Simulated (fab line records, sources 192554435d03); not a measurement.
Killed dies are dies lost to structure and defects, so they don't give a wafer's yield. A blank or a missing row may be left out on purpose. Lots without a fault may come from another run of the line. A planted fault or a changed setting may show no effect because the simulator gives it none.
Tool commonality check | flow n5_finfet | 8 lots, 24 wafers sampled

WHY IT WAS OPENED
At N5_BEOL_M2_THK_MEAS_53 the reading M2_THK is flagged on 2 of 8 lots. Wafers without a fault read 40.2 nm, standard deviation 1.3.
Rule: a lot is flagged when every wafer of it that has a number lies more than 4 standard deviations from that mean, or none has a number. The other lots count as sound.

lot  | measured     | on            | M2_THK (nm), wafer by wafer | flag
L206 | day 6 22:46  | film_metro-01 | 37.0 39.7 38.1              |
L208 | day 8 06:28  | film_metro-02 | 39.5 39.7 38.9              |
L210 | day 8 15:01  | film_metro-01 | 40.1 40.6 41.9              |
L215 | day 11 03:38 | film_metro-01 | 41.3 39.6 38.9              |
L217 | day 11 19:23 | film_metro-01 | 41.2 41.3 40.4              |
L225 | day 13 08:59 | film_metro-01 | 303.1 307.9 305.5           | FLAGGED
L228 | day 14 14:58 | film_metro-02 | 300.7 297.7 301.5           | FLAGGED
L229 | day 14 18:43 | film_metro-01 | 38.6 38.7 37.4              |
The numbers of the flagged lots are 302.7 nm on average: +262.5 nm against the usual, or +99 or more standard deviations.

WHICH TOOL RAN EACH LOT
The record holds 3 process steps before the reading, out of a route of 1938 steps. In each cell: the tool, then ch and the chambers that the sampled wafers went through, then the start.
lot  | flag    | N5_BEOL_M2_SPUTTER_92        | N5_BEOL_M2_ANNEAL_93         | N5_BEOL_M2_CMP_52
L206 |         | pvd_sputter-03, day 6 20:32  | pvd_sputter-03, day 6 20:37  | cmp-01 ch 1,2, day 6 22:28
L208 |         | pvd_sputter-02, day 8 05:14  | pvd_sputter-02, day 8 05:19  | cmp-03 ch 0,1,3, day 8 06:11
L210 |         | pvd_sputter-02, day 8 13:47  | pvd_sputter-02, day 8 13:52  | cmp-04 ch 0,1,2, day 8 14:48
L215 |         | pvd_sputter-02, day 11 02:24 | pvd_sputter-02, day 11 02:29 | cmp-04 ch 0,1,3, day 11 03:22
L217 |         | pvd_sputter-03, day 11 18:08 | pvd_sputter-03, day 11 18:13 | cmp-04 ch 0,1,3, day 11 19:10
L225 | FLAGGED | pvd_sputter-01, day 13 07:46 | pvd_sputter-01, day 13 07:50 | cmp-04 ch 1,3, day 13 08:44
L228 | FLAGGED | pvd_sputter-03, day 14 13:44 | pvd_sputter-03, day 14 13:49 | cmp-01 ch 1,2,3, day 14 14:40
L229 |         | pvd_sputter-03, day 14 17:19 | pvd_sputter-03, day 14 17:23 | cmp-03 ch 0,2,3, day 14 18:30
What these steps do:
- N5_BEOL_M2_SPUTTER_92: material Cu, target thk 4.5 nm, time 8.29 s.
- N5_BEOL_M2_ANNEAL_93: time 240 s.
- N5_BEOL_M2_CMP_52: polishes, stops on SiOC, t overpolish 6.8 s, target thk 40 nm.
- N5_BEOL_M2_THK_MEAS_53: measures by xrf.

FLAGGED OVER TOTAL, TOOL BY TOOL (the gauges that took the reading come last)
step                   | tool           | lots run | flagged | share of the flagged lots | sound lots run after its first flagged lot
N5_BEOL_M2_SPUTTER_92  | pvd_sputter-01 | 1        | 1       | some                      | 0
N5_BEOL_M2_SPUTTER_92  | pvd_sputter-02 | 3        | 0       | none                      | -
N5_BEOL_M2_SPUTTER_92  | pvd_sputter-03 | 4        | 1       | some                      | 1 (L229)
N5_BEOL_M2_ANNEAL_93   | pvd_sputter-01 | 1        | 1       | some                      | 0
N5_BEOL_M2_ANNEAL_93   | pvd_sputter-02 | 3        | 0       | none                      | -
N5_BEOL_M2_ANNEAL_93   | pvd_sputter-03 | 4        | 1       | some                      | 1 (L229)
N5_BEOL_M2_CMP_52      | cmp-01         | 2        | 1       | some                      | 0
N5_BEOL_M2_CMP_52      | cmp-03         | 2        | 0       | none                      | -
N5_BEOL_M2_CMP_52      | cmp-04         | 4        | 1       | some                      | 0
N5_BEOL_M2_THK_MEAS_53 | film_metro-01  | 6        | 1       | some                      | 1 (L229)
N5_BEOL_M2_THK_MEAS_53 | film_metro-02  | 2        | 1       | some                      | 0

WHAT THE TABLE ALLOWS
No row of the table ran every flagged lot.

WHAT THE SIMULATOR HAD PUT IN
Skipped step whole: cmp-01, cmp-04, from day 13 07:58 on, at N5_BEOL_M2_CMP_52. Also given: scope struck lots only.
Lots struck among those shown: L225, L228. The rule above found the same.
